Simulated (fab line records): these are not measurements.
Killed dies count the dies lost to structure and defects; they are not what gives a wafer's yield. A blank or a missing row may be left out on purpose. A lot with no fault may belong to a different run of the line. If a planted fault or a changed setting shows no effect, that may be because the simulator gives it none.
What tool caused it?    flow n5-finfet    Sampling: 12 lots, 36 wafers, 5 of 1938 route steps

== WHAT THE GAUGES READ, wafer by wafer ==
N5_BEOL_M3_THK_MEAS_53: measures by xrf.
lot   measured      on             M3_THK (nm)
L075  day 7 12:56   film-metro-01  38.8 40.9 42.6
L077  day 7 21:46   film-metro-02  39.5 42.5 42.3
L079  day 8 07:07   film-metro-01  39.3 41.4 40.8
L081  day 9 05:33   film-metro-02  41.4 37.3 38.9
L083  day 10 05:59  film-metro-02  41.0 40.9 43.5
L085  day 10 13:32  film-metro-02  41.2 41.2 39.5
L088  day 10 19:23  film-metro-02  41.1 37.2 41.2
L089  day 11 01:53  film-metro-01  36.7 40.8 40.3
L091  day 12 03:52  film-metro-01  38.3 40.1 39.1
L094  day 12 09:47  film-metro-02  40.7 41.4 42.5
L095  day 13 00:11  film-metro-02  41.5 42.9 45.4
L097  day 13 04:52  film-metro-02  41.4 43.9 44.9

== EACH LOT AND THE TOOL THAT RAN IT (in order: tool; ch and the chambers of the sampled wafers; start) ==
lot   N5_BEOL_M3_TRENCH_ETCH_37                      N5_BEOL_M3_SPUTTER_90         N5_BEOL_M3_ANNEAL_93          N5_BEOL_M3_CMP_52
L075  rie-diel-02 ch 0,3, day 7 11:29 or earlier     pvd-sputter-03, day 7 11:29   pvd-sputter-03, day 7 11:47   cmp-04 ch 0,1,3, day 7 12:38
L077  rie-diel-05 ch 2,3, day 7 20:18 or earlier     pvd-sputter-02, day 7 20:18   pvd-sputter-02, day 7 20:36   cmp-04 ch 0,3, day 7 21:28
L079  rie-diel-06 ch 0,1,2, day 8 05:40 or earlier   pvd-sputter-03, day 8 05:40   pvd-sputter-03, day 8 05:58   cmp-01 ch 0,1,3, day 8 06:51
L081  rie-diel-06 ch 0,1,2, day 9 04:06 or earlier   pvd-sputter-02, day 9 04:06   pvd-sputter-02, day 9 04:24   cmp-04 ch 1,2,3, day 9 05:16
L083  rie-diel-05 ch 0,1,3, day 10 04:32 or earlier  pvd-sputter-03, day 10 04:32  pvd-sputter-03, day 10 04:50  cmp-03 ch 0,1,2, day 10 05:41
L085  rie-diel-05 ch 2,3, day 10 12:01 or earlier    pvd-sputter-03, day 10 12:01  pvd-sputter-03, day 10 12:19  cmp-03 ch 2,3, day 10 13:14
L088  rie-diel-06 ch 0,1,3, day 10 17:56 or earlier  pvd-sputter-01, day 10 17:56  pvd-sputter-01, day 10 18:14  cmp-03 ch 0,1,3, day 10 19:10
L089  rie-diel-06 ch 2,3, day 11 00:26 or earlier    pvd-sputter-02, day 11 00:26  pvd-sputter-02, day 11 00:44  cmp-01 ch 0,1,2, day 11 01:42
L091  rie-diel-05 ch 1,2,3, day 12 02:25 or earlier  pvd-sputter-01, day 12 02:25  pvd-sputter-01, day 12 02:43  cmp-04 ch 1,2,3, day 12 03:34
L094  rie-diel-06 ch 2,3, day 12 08:19 or earlier    pvd-sputter-02, day 12 08:19  pvd-sputter-02, day 12 08:37  cmp-01 ch 0,1, day 12 09:29
L095  rie-diel-02 ch 0,1,2, day 12 22:44 or earlier  pvd-sputter-02, day 12 22:44  pvd-sputter-02, day 12 23:02  cmp-03 ch 0,2,3, day 12 23:56
L097  rie-diel-06 ch 1,2,3, day 13 03:25 or earlier  pvd-sputter-02, day 13 03:25  pvd-sputter-02, day 13 03:43  cmp-03 ch 0,1,3, day 13 04:35
- N5_BEOL_M3_TRENCH_ETCH_37: etches SiOC in C4F6/O2, target depth 55.555 nm, time 29.2 s.
- N5_BEOL_M3_SPUTTER_90: material Cu, target thk 4.5 nm, time 8.29 s.
- N5_BEOL_M3_ANNEAL_93: time 240 s.
- N5_BEOL_M3_CMP_52: polishes, stops on SiOC, t overpolish 6.8 s, target thk 40 nm.

== THE ANSWER, worked out from the rows above alone ==
Rule: the lots themselves supply what counts as usual. Put in order of their means at a reading, lots are off if they are a third of the lots or fewer, leave a main group of 4 or more, and stand apart from it by a gap of 3 or more times the standard deviation of the main group's means; of several such gaps the widest counts. If all means in a main group match to the digits the tables above print for the reading, that group is not used. Also off: a lot with no number at a reading for which 4 or more lots have one. All remaining lots with rows at the step are treated as sound.
No lot is off at any reading shown: from this, nothing can be told.

== WHAT THE SIMULATOR HAD INSERTED ==
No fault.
